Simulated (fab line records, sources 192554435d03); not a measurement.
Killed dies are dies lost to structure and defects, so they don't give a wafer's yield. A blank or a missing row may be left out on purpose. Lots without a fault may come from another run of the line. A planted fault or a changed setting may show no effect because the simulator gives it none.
fab line records | flow n5_finfet
record lots=5 wafers=12 last_day=19
route steps=1938 shown FIN_CUT@178 STI_FIN_REVEAL@183 DUMMY_GATE@212 BEOL_M4@1111 PASSIVATION@1936
lots that met no fault: from a run of the same line without faults
start_h: hours from the record's first day to the start of the lot's first wafer shown | wait_h: hours since the lot's step before | " the same as in the row above | L1.1+2: a row that stands for several wafers | - no value, or no start given | * or withheld: withheld | < > ~ a bound
route shown NAME@n: a module of which the file shows steps, and the number in the route of the first | usual: mean/standard deviation of fault-free wafers | same: alike in all rows | chamber/n: place in a boat | sites: the reading at each site | _std_site: their standard deviation | _edge_site: outer sites' mean less inner sites' | radius_mm: how far each site lies from the wafer's centre | mask NAME#n: copy n | behind: the tool/chamber that last shaped the wafer | hold: why the lot was held/for how many hours/how that ended | device: the transistor (n, p or np) that didn't switch | end of line: the same wafers' tests at the end of the route | a step without rows: its recipe alone | killed: dies lost to structure and defects at the first sort, not the wafer's yield | map: a wafer's dies, x killed, . not, _ none there
set.NAME: the setting as run; set.NAME@STEP: as run at that earlier step | model.NAME: the simulator's own value behind a step, which no gauge read
lots at some steps of the route; a table a step, a row a wafer
services: from which hour (start_h, from the record's first day; less than 0 if before it) a tool's chamber was out of use, for how many hours, and why
## steps
# step N5_FIN_CUT_STRIP_22
# recipe chemistry=N2/H2 power_w=500 temp_c=40 pressure_mtorr=50 rf_frequency_hz=6e+07 overash_fraction=0.3 bias_power_w=8 h2_frac=0.5 n2_flow_sccm=300 h2_flow_sccm=300
# step N5_FIN_CUT_PRECLEAN_36
# recipe chemistry=O3/DIW time_s=60 temp_c=22 o3_ppm=10
# step N5_FIN_CUT_SRD_32
# recipe dry=ipa_marangoni time_s=30 temp_c=23 rinse_liquid=diw
# step N5_FIN_CUT_UV_OZONE_34
# recipe time_s=120 pressure_torr=760 temp_c=25
# step N5_STI_FIN_REVEAL_ALD_00
# recipe material=SiO2 target_thk_a=10 temp_c=300 ald_precursor_family=BDEAS ald_co_reactant=O2-plasma pulse_time_s=1 pressure_torr=2
# step N5_STI_FIN_REVEAL_ALD_14
# recipe material=Si3N4 target_thk_a=30 temp_c=400 ald_precursor_family=SiH2I2 ald_co_reactant=N2/H2-plasma pressure_torr=2
# step N5_STI_FIN_REVEAL_FCVD_FILL_01
# recipe material=SiO2_flowable target_thk_a=3120 temp_c=100 pressure_torr=0.8 rf_w=2000 time_s=512.2
# step N5_STI_FIN_REVEAL_DENSIFY_02
# recipe temp_c=650 ambient=steam time_s=1800 idle_temp_c=400 densification_p_h2o_torr=640
# step N5_STI_FIN_REVEAL_CMP_04
# recipe stop_on=Si3N4 t_overpolish_s=4 down_force_psi=2 platen_rpm=54.18 post_cmp_clean=alkaline_brush pad_velocity_m_s=1.078 target_thk_nm=131.83
# step N5_STI_FIN_REVEAL_DENSIFY_30
# recipe temp_c=* time_s=* ambient=N2 idle_temp_c=600 ramp_up_c_per_s=150 ramp_down_c_per_s=60 cool_to_c=600
# step N5_STI_FIN_REVEAL_ETCHBACK_08
# recipe chemistry=C4F6/O2 target=SiO2 target_depth_a=305 time_s=10.167 ion_energy_ev=250 pressure_mtorr=30 source_w=345 bias_w=185 Ar_flow_sccm=300 C4F6_flow_sccm=10 O2_flow_sccm=10
# usual drypump_motor_current_A=5.6/0.6 oes_product_au=0.83/0.1 rf_vpp_V=663/14 showerhead_plenum_p_Torr=2.85/0.089 throttle_valve_pct=21.20/0.25
# columns lot.wafer tool chamber start_h wait_h drypump_motor_current_A oes_product_au rf_hours_counter_h rf_vpp_V showerhead_plenum_p_Torr throttle_valve_pct
L601.2 rie_diel-05 1 60.59 0.2 5.5 0.77 140 657 2.98 21.42
L601.6 " 1 " " 5.5 0.77 - 657 2.98 21.41
L611.2 rie_diel-05 2 120.15 0.2 6.6 0.91 30 670 2.89 20.90
L611.6 " 0 " " 5.1 0.91 - 663 2.90 20.91
L612.2 rie_diel-05 1 124.31 0.3 5.5 0.74 162 656 2.97 21.46
L612.5 " 3 " " 5.7 0.88 - 657 2.76 20.80
L613.3 rie_diel-05 2 130.75 0.4 6.6 0.89 35 671 2.89 20.89
L613.5 " 2 " " 6.6 0.90 - 672 2.89 20.91
L613.6 " 1 " " 5.5 0.75 - 657 2.96 21.46
L619.3 rie_diel-03 3 169.54 0.1 5.1 0.88 28 686 2.80 20.96
L619.4 " 1 " " 4.7 0.84 55 682 2.79 21.42
L619.5 " 2 " " 5.1 0.86 - 672 2.80 21.36
# step N5_STI_FIN_REVEAL_STRIP_24
# recipe chemistry=N2/H2 time_s=90 power_w=100 temp_c=40 pressure_mtorr=100 rf_frequency_hz=6e+07 bias_power_w=3 n2_flow_sccm=300 h2_flow_sccm=300
# step N5_STI_FIN_REVEAL_PRECLEAN_25
# recipe chemistry=SPM time_s=90 temp_c=120 mix=4:1
# step N5_STI_FIN_REVEAL_PRECLEAN_26
# recipe chemistry=SC1 time_s=45 temp_c=46 mix=1:2:100
# step N5_STI_FIN_REVEAL_PRECLEAN_29
# recipe chemistry=DHF time_s=30 temp_c=25 dilution=300:1
# step N5_STI_FIN_REVEAL_SRD_12
# recipe time_s=30 temp_c=23 rinse_liquid=diw dry=ipa_marangoni
# step N5_STI_FIN_REVEAL_RECESS_09
# recipe chemistry=HF/NH3 target=SiO2 afs_cycles=11 target_depth_a=425 temp_c=30 sublimation_temp_c=180 sublimation_time_s=60
# step N5_STI_FIN_REVEAL_STRIP_16
# recipe chemistry=H3PO4 material=SiNx temp_c=165 target_depth_a=238 overetch_fraction=0.4964 dry=ipa_marangoni
# step N5_STI_FIN_REVEAL_PRECLEAN_17
# recipe chemistry=NF3:NH3 afs_cycles=1 temp_c=30 time_s=20 sublimation_temp_c=180 sublimation_time_s=60 pressure_torr=3 rf_power_w=30
# step N5_STI_FIN_REVEAL_ETCH_34
# recipe chemistry=H2 mode=isotropic material=Si target=Si target_depth_a=9.7 temp_c=20 pressure_mtorr=4.5 icp_w=300 bias_w=0 h2_flow_sccm=7.5 he_flow_sccm=142.5
# step N5_STI_FIN_REVEAL_OXIDATION_31
# recipe chemistry=O2_PLASMA_REMOTE temp_c=150 time_s=20 pressure_mtorr=1000 source_power_w=2000 o2_flow_sccm=3000
# step N5_STI_FIN_REVEAL_PRECLEAN_32
# recipe chemistry=NF3:NH3 afs_cycles=1 temp_c=30 time_s=20 sublimation_temp_c=180 sublimation_time_s=60 pressure_torr=3 rf_power_w=30
# step N5_STI_FIN_REVEAL_STRIP_35
# recipe chemistry=H3PO4 material=Si3N4 temp_c=165 target_depth_a=40 time_s=39
# step N5_STI_FIN_REVEAL_SRD_21
# recipe dry=ipa_marangoni time_s=30 temp_c=23 rinse_liquid=diw
# step N5_STI_FIN_REVEAL_OXIDATION_33
# recipe chemistry=O2_PLASMA_REMOTE temp_c=150 time_s=20 pressure_mtorr=1000 source_power_w=2000 o2_flow_sccm=3000
# step N5_STI_FIN_REVEAL_CLEAN_19
# recipe chemistry=O3/DIW temp_c=25 time_s=120 o3_ppm=10
# step N5_STI_FIN_REVEAL_SRD_23
# recipe dry=ipa_marangoni time_s=30 temp_c=23 rinse_liquid=diw
# step N5_STI_FIN_REVEAL_FIN_H_MEAS_10
# usual trench_depth_nm=52.1/0.96
# columns lot.wafer tool chamber start_h wait_h trench_depth_nm
L601.2 ocd-01 - 63.54 0.0 50.7
L601.6 " - " " 51.3
L611.2 ocd-01 - 123.10 0.0 45.4
L611.6 " - " " 51.9
L612.2 ocd-01 - 127.27 0.0 44.0
L612.5 " - " " 45.4
L613.3 ocd-02 - 133.70 0.0 53.3
L613.5 " - " " 44.9
L613.6 " - " " 51.6
L619.3 ocd-01 - 172.83 0.0 51.1
L619.4 " - " " 52.2
L619.5 " - " " 53.6
# step N5_STI_FIN_REVEAL_PRECLEAN_18
# recipe chemistry=SC2 time_s=45 temp_c=35 mix=1:1:50
# step N5_STI_FIN_REVEAL_SRD_28
# recipe dry=ipa_marangoni time_s=30 temp_c=23 rinse_liquid=diw
# step N5_DUMMY_GATE_PRECLEAN_00
# recipe chemistry=O3/DIW time_s=60 temp_c=22 o3_ppm=10
# step N5_DUMMY_GATE_SRD_01
# recipe time_s=30 temp_c=23 rinse_liquid=diw dry=ipa_marangoni
# step N5_DUMMY_GATE_ALD_02
# recipe material=SiO2 target_thk_a=20 temp_c=300 ald_precursor_family=BDEAS ald_co_reactant=O2-plasma pulse_time_s=1 pressure_torr=2
# step N5_DUMMY_GATE_CVD_03
# recipe material=a-Si target_thk_a=1500 temp_c=530 precursor=SiH4 time_s=8042
# step N5_DUMMY_GATE_PRECLEAN_46
# recipe chemistry=DIW time_s=89.5 temp_c=23
# step N5_DUMMY_GATE_SRD_47
# recipe dry_time_s=32 dry=n2_spin spin_rpm=1500
# step N5_DUMMY_GATE_CMP_04
# recipe material=a-Si post_cmp_clean=alkaline_brush
# step N5_BEOL_M4_RC_MEAS_101
# usual DIBL_N=36.4/1.9 DIBL_P=35.8/2.1 IOFF_N=0.158/0.029 IOFF_N_85C=3.1/0.49 IOFF_N_LIN=0.073/0.011 IOFF_P=0.21/0.035 IOFF_P_85C=3.6/0.51 IOFF_P_LIN=0.101/0.013 ION_N=676/14 ION_P=465/9.7 REXT_N=75.0/1.8 REXT_P=100.8/2.2 SS_N=71.5/0.66 SS_P=73.4/0.7 VT_N=249.8/3 VT_P=-250/3.3
# columns lot.wafer tool chamber start_h wait_h DIBL_N[mV/V] DIBL_P[mV/V] IOFF_N[nA/um] IOFF_N_85C[nA/um] IOFF_N_LIN[nA/um] IOFF_P[nA/um] IOFF_P_85C[nA/um] IOFF_P_LIN[nA/um] ION_N[uA/um] ION_P[uA/um] REXT_N[ohm.um] REXT_P[ohm.um] SS_N[mV/dec] SS_P[mV/dec] VT_N[mV] VT_P[mV]
L601.2 prober-02 0 211.39 0.5 36.3 36.5 0.146 2.9 0.070 0.19 3.3 0.089 672 460 74.2 102.8 71.4 73.6 250.9 -252
L601.6 " 0 " " 39.0 39.5 0.190 3.6 0.087 0.24 4.0 0.103 672 463 74.1 101.6 71.8 74.7 248.9 -252
L611.2 prober-01 0 282.30 0.2 54.3 42.9 1.941 25.7 0.120 0.76 10.8 0.134 604 413 84.4 105.7 98.2 82.9 250.2 -249
L611.6 " 0 " " 34.2 33.1 0.144 2.9 0.071 0.18 3.2 0.091 683 465 79.1 100.4 70.6 72.2 245.0 -249
L612.2 prober-02 0 282.90 0.2 83.5 59.9 10.580 105.9 0.226 4.97 50.9 0.249 596 404 80.9 111.6 133.1 110.2 250.8 -250
L612.5 " 0 " " 87.4 50.4 15.163 143.6 0.289 1.75 21.3 0.180 614 408 80.3 111.8 135.4 91.2 244.6 -249
L613.3 prober-02 0 302.63 0.3 36.1 35.1 0.161 3.1 0.077 0.22 3.8 0.107 697 480 77.2 101.1 71.9 73.6 247.4 -248
L613.5 " 0 " " 82.0 51.8 12.008 117.8 0.263 2.38 27.9 0.204 625 425 81.5 109.0 129.5 94.8 244.7 -245
L613.6 " 0 " " 37.1 34.8 0.166 3.3 0.077 0.21 3.7 0.103 682 465 76.4 102.5 71.3 73.5 246.5 -248
L619.3 prober-02 0 335.27 0.3 35.2 35.4 0.131 2.6 0.061 0.19 3.4 0.095 658 457 78.9 99.7 71.8 72.9 253.3 -247
L619.4 " 0 " " 37.7 38.9 0.171 3.2 0.079 0.24 4.1 0.113 683 468 77.6 98.7 71.9 73.7 248.1 -248
L619.5 " 0 " " 38.3 38.9 0.191 3.6 0.086 0.24 4.1 0.113 697 476 77.4 100.1 72.5 74.6 246.9 -248
# step N5_PASSIVATION_PROBE_49
# usual defect_limited_yield=91.3/1.3 killed_at_M0_to_M3=34/9.1 killed_at_M4_up=14/5.6 killed_at_contacts=13/5.9 killed_at_front_end=39/11 killed_at_other=3.6/3 killed_dies=102/16 killed_open=68/12 killed_short=33/7.3 sort_bin_4_leakage=0.00/0.01 sort_bin_5_function=5.2/0.89 sort_bin_6_memory=3.2/0.68 sort_n_pass=1078/16 sort_yield_pct=91.3/1.3
# same gross_dies=1180 killed_at_back_side=0 sort_bin_8_speed[%]=0
# columns lot.wafer tool chamber start_h wait_h defect_limited_yield[%] killed_at_M0_to_M3 killed_at_M4_up killed_at_contacts killed_at_front_end killed_at_other killed_dies killed_open killed_short sort_bin_4_leakage[%] sort_bin_5_function[%] sort_bin_6_memory[%] sort_n_pass sort_yield_pct[%]
L601.2 prober-02 - 319.34 0.1 90.9 42 12 2 45 6 107 61 45 0 5.8 2.8 1073 90.9
L601.6 prober-02 - 319.54 0.3 90.9 45 16 11 32 3 107 84 22 0 5.7 3.4 1073 90.9
L612.2 prober-02 - 385.18 0.1 92.1 27 10 15 39 2 93 67 26 92.12 4.9 2.7 0 0
L612.5 prober-02 - 385.33 0.2 90.5 43 11 22 34 2 112 76 35 90.51 5.3 3.6 0 0
L611.2 prober-01 - 397.98 0.1 91.7 38 9 7 42 2 98 60 35 91.69 5.2 2.5 0 0
L611.6 prober-01 - 398.18 0.3 91.8 45 18 5 29 0 97 59 36 0 5.6 2.4 1083 91.8
L613.3 prober-02 - 416.20 0.1 92.3 25 15 11 39 1 91 62 27 0 4.6 3.1 1089 92.3
L613.5 prober-02 - 416.30 0.2 93.2 15 13 10 41 1 80 46 32 93.22 4.4 2.0 0 0
L613.6 prober-02 - 416.35 0.3 91.6 30 14 24 29 2 99 72 26 0 4.2 3.7 1081 91.6
L619.3 prober-01 - 451.04 0.1 90.6 43 16 16 34 2 111 70 39 0 5.3 3.3 1069 90.6
L619.4 prober-01 - 451.09 0.2 90.4 36 17 8 47 5 113 66 47 0 5.7 3.5 1067 90.4
L619.5 prober-01 - 451.14 0.2 90.7 46 14 9 35 6 110 73 33 0 5.5 3.6 1070 90.7
# killed by level:class
L601.2 BEOL_M0_SAQP:geometric_particle:short=12 FIN_SAQP:geometric_particle:short=10 FIN_SAQP:geometric_particle:open=8 BEOL_M3:geometric_particle:open=8 STI_FIN_REVEAL:geometric_particle:open=7 BEOL_M0_SAQP:geometric_particle:open=7 BEOL_M2:geometric_particle:open=5 STARTING-WAFER:geometric_particle:short=4
L601.6 BEOL_M0_SAQP:geometric_particle:open=17 STI_FIN_REVEAL:geometric_particle:open=12 MOL_CONTACT_COAG:geometric_particle:open=10 BEOL_M1:geometric_particle:open=9 FIN_SAQP:geometric_particle:open=7 BEOL_M0_SAQP:geometric_particle:short=6 BEOL_M3:geometric_particle:open=6 BEOL_M4:geometric_particle:open=6
L612.2 MOL_CONTACT_COAG:geometric_particle:open=13 STI_FIN_REVEAL:geometric_particle:open=9 GATE_CUT:geometric_particle:short=8 BEOL_M1:geometric_particle:open=8 BEOL_M2:geometric_particle:open=7 FIN_SAQP:geometric_particle:open=6 BEOL_M3:geometric_particle:open=5 GATE_CUT:geometric_particle:open=4
L612.5 MOL_CONTACT_COAG:geometric_particle:open=17 BEOL_M0_SAQP:geometric_particle:open=14 STI_FIN_REVEAL:geometric_particle:open=12 BEOL_M0_SAQP:geometric_particle:short=10 BEOL_M2:geometric_particle:open=9 DUMMY_GATE:geometric_particle:open=7 BEOL_M5:geometric_particle:open=6 MOL_CONTACT_COAG:geometric_particle:short=5
L611.2 BEOL_M0_SAQP:geometric_particle:open=15 BEOL_M0_SAQP:geometric_particle:short=12 FIN_SAQP:geometric_particle:short=8 MOL_CONTACT_COAG:geometric_particle:open=7 DUMMY_GATE:geometric_particle:open=6 BEOL_M4:geometric_particle:open=6 BEOL_M3:geometric_particle:open=6 STI_FIN_REVEAL:geometric_particle:open=5
L611.6 BEOL_M0_SAQP:geometric_particle:short=10 BEOL_M0_SAQP:geometric_particle:open=9 FIN_SAQP:geometric_particle:short=6 BEOL_M3:geometric_particle:open=6 BEOL_M4:geometric_particle:open=6 STI_FIN_REVEAL:geometric_particle:open=5 MOL_CONTACT_COAG:geometric_particle:open=5 BEOL_M1:geometric_particle:open=5
L613.3 STI_FIN_REVEAL:geometric_particle:open=10 BEOL_M4:geometric_particle:open=10 FIN_SAQP:geometric_particle:short=9 MOL_CONTACT_COAG:geometric_particle:open=9 FIN_SAQP:geometric_particle:open=6 BEOL_M0_SAQP:geometric_particle:short=6 BEOL_M0_SAQP:geometric_particle:open=6 BEOL_M1:geometric_particle:open=4
L613.5 FIN_SAQP:geometric_particle:open=11 STI_FIN_REVEAL:geometric_particle:open=8 MOL_CONTACT_COAG:geometric_particle:open=7 FIN_SAQP:geometric_particle:short=5 GATE_CUT:geometric_particle:short=5 BEOL_M0_SAQP:geometric_particle:short=5 BEOL_M4:geometric_particle:short=4 MOL_CONTACT_COAG:geometric_particle:short=3
L613.6 MOL_CONTACT_COAG:geometric_particle:open=18 BEOL_M0_SAQP:geometric_particle:open=7 BEOL_M3:geometric_particle:open=7 BEOL_M4:geometric_particle:open=7 DUMMY_GATE:geometric_particle:open=6 GATE_CUT:geometric_particle:short=6 MOL_CONTACT_COAG:geometric_particle:short=6 BEOL_M2:geometric_particle:open=6
L619.3 GATE_CUT:geometric_particle:short=11 MOL_CONTACT_COAG:geometric_particle:open=11 GATE_CUT:geometric_particle:open=10 BEOL_M0_SAQP:geometric_particle:short=10 BEOL_M2:geometric_particle:open=10 BEOL_M3:geometric_particle:open=10 BEOL_M5:geometric_particle:open=6 MOL_CONTACT_COAG:geometric_particle:short=5
L619.4 BEOL_M4:geometric_particle:open=9 BEOL_M0_SAQP:geometric_particle:short=8 STI_FIN_REVEAL:geometric_particle:open=8 GATE_CUT:geometric_particle:short=8 BEOL_M0_SAQP:geometric_particle:open=8 BEOL_M1:geometric_particle:open=7 DUMMY_GATE:geometric_particle:open=6 MOL_CONTACT_COAG:geometric_particle:open=6
L619.5 BEOL_M2:geometric_particle:open=11 DUMMY_GATE:geometric_particle:open=8 BEOL_M3:geometric_particle:open=8 MOL_CONTACT_COAG:geometric_particle:open=7 BEOL_M0_SAQP:geometric_particle:open=7 BEOL_M0_SAQP:geometric_particle:short=7 BEOL_M1:geometric_particle:open=7 BEOL_M4:geometric_particle:open=6
# map L611.2 (x killed, . not)
_________________............________________
______________.............x...._____________
___________....x.....xxx...........__________
__________.....................x...._________
________........x.......x............._______
_______.............x..................______
______.xx........x..................x..._____
_____.x....................x...x.........____
____x..........x..........................___
___.x..........x..........x.....x........x.__
___...................................x....__
__...x........x............................._
__x....................x...........x........_
_.....x......x...............................
_.........x.................................x
_........x.x........x........x..........x....
_.x.x.................x..x...................
_..................xx.....x....x......x......
_...............x....x.......x...............
_......x..x...x.xx....................x..x...
_..x.........................................
__............x............................._
__.........x........x.........x...........xx_
___...............................x.....x..__
___.......x.........x.....x.......xx.......__
____...............x...x.xxx.....x........___
_____..............x..............x..x...____
______...............................x.._____
_______............x...x...............______
________.........x.x.....x..x...x....._______
__________.......x....x....x......x._________
___________..................x.....__________
______________...x.x.......x...x_____________
_________________..x.........________________
# map L612.5 (x killed, . not)
_________________............________________
______________....x...........x._____________
___________..x....................x__________
__________.......x......x..........._________
________.................x......x..x.._______
_______..............x.................______
______.x..xx....x...x....x...x......xx.._____
_____..................x.xx..............____
____..x.......x.............x.............___
___.......x.....x...x........x.........x...__
___xxx..........x...x.....xx...x.x.........__
__...............x.................x......x._
__.x.x........x..xx...x......x.......x...x.x_
_....x..............x........................
_.....................x...................x..
_............x..........x..........x.........
_..x.......x...............x..........x......
_...............x..................x...x.....
_................x........x................x.
_.....................x............x...x.....
_..x................................x.......x
__...x...........................x.........._
__.x......................x................._
___......x........................x........__
___........................x............x.x__
____......................xx........x....x___
_____..........xx.......xx....x.x........____
______....x......x..........xx.........x_____
_______...........................x....______
________........................x..x.._______
__________.x..xx.........x....x....._________
___________...........x............__________
______________....x.........x..x_____________
_________________....x.......________________
## services
# columns tool chamber start_h hours kind
rie_diel-03 3 69.61 - clean
rie_diel-03 3 69.61 - consumable_replace:focus_ring
rie_diel-03 3 69.61 30.0 scheduled_down
rie_diel-03 3 69.61 30.0 vent_cycle
rie_diel-03 0 134.87 - clean
rie_diel-03 0 134.87 - consumable_replace:focus_ring
rie_diel-03 0 134.87 - consumable_replace:showerhead
rie_diel-03 0 134.87 27.9 scheduled_down
rie_diel-03 0 134.87 27.9 vent_cycle
## key
first_sign step=N5_STI_FIN_REVEAL_FIN_H_MEAS_10 reading=trench_depth_nm direction=down sigmas=7.5 usual=52.1 struck=44.9
effect step=N5_BEOL_M4_RC_MEAS_101 reading=IOFF_N direction=up sigmas=99+ usual=0.158 struck=9.923
effect step=N5_BEOL_M4_RC_MEAS_101 reading=IOFF_N_85C direction=up sigmas=99+ usual=3.1 struck=98.2
effect step=N5_BEOL_M4_RC_MEAS_101 reading=SS_N direction=up sigmas=80 usual=71.5 struck=124.0
effect step=N5_BEOL_M4_RC_MEAS_101 reading=IOFF_P direction=up sigmas=65 usual=0.21 struck=2.46
effect step=N5_BEOL_M4_RC_MEAS_101 reading=IOFF_P_85C direction=up sigmas=47 usual=3.6 struck=27.7
effect step=N5_BEOL_M4_RC_MEAS_101 reading=SS_P direction=up sigmas=31 usual=73.4 struck=94.7
effect step=N5_BEOL_M4_RC_MEAS_101 reading=DIBL_N direction=up sigmas=22 usual=36.4 struck=76.8
effect step=N5_BEOL_M4_RC_MEAS_101 reading=IOFF_N_LIN direction=up sigmas=14 usual=0.073 struck=0.225
effect step=N5_BEOL_M4_RC_MEAS_101 reading=DIBL_P direction=up sigmas=7.5 usual=35.8 struck=51.3
effect step=N5_BEOL_M4_RC_MEAS_101 reading=IOFF_P_LIN direction=up sigmas=6.8 usual=0.101 struck=0.192
effect step=N5_BEOL_M4_RC_MEAS_101 reading=ION_P direction=down sigmas=5.4 usual=465 struck=412
effect step=N5_BEOL_M4_RC_MEAS_101 reading=ION_N direction=down sigmas=4.8 usual=676 struck=610
effect step=N5_PASSIVATION_PROBE_49 reading=sort_bin_4_leakage direction=up sigmas=99+ usual=0.00 struck=91.89
met_at N5_STI_FIN_REVEAL_ETCHBACK_08
struck_wafers L611.2,L612.2,L612.5,L613.5
onset_between 60.59 120.15
fault kind=process_parameter_drift tool=rie_diel-05 chamber=- onset_h=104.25 steps=N5_STI_FIN_REVEAL_ETCHBACK_08 channel=time_s offset=* shape=step end_h=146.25 scope=struck_wafers_only acts_in=* stated=*
